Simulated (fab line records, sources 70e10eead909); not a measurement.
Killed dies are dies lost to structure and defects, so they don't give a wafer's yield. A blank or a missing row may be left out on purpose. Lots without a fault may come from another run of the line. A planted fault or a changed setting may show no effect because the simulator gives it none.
Chamber matching | flow nand_harc | NHARC_A_CONTACT_DESCUM_74 on rie_diel-09: 4 sister chambers
The step chemistry O2, time 3 s. 4 wafers are shown with their chamber, then 7 later ones without.

WAFERS WITH THEIR CHAMBER
wafer  | chamber | showerhead_plenum_p_Torr (Torr)
L084.5 | 3       | 1.93
L084.6 | 2       | 1.90
L087.2 | 1       | 1.80
L087.3 | 0       | 1.79

WAFERS WITHOUT THEIR CHAMBER
wafer  | showerhead_plenum_p_Torr (Torr)
L087.4 | 1.90
L089.3 | 1.93
L089.5 | 1.89
L089.6 | 1.93
L094.2 | 1.89
L094.4 | 1.92
L094.5 | 1.89

WHICH CHAMBER EACH WENT THROUGH
wafer  | from the rows above     | in truth
L087.4 | 2                       | 2
L089.3 | 3                       | 3
L089.5 | 2                       | 2
L089.6 | 3                       | 3
L094.2 | 2                       | 2
L094.4 | can't be placed: 3 or 2 | 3
L094.5 | 2                       | 2
Placed correctly: 6 of 7. Can't be placed from these rows: 1 (the true chamber is among the candidates in 1). Placed wrongly: 0.
How it was worked out, from the rows above alone: a wafer's distance from a chamber is the root of the sum, over the readings, of the square of ((its reading less the chamber's mean) divided by the reading's scatter). The wafer belongs to the nearest chamber; if the next one is less than 2 further off, it can't be placed. A chamber's mean is the mean of its shown wafers. The scatter: with one shown wafer a chamber, the root of the mean of the squares of how far each hidden wafer lies from its nearest shown one.
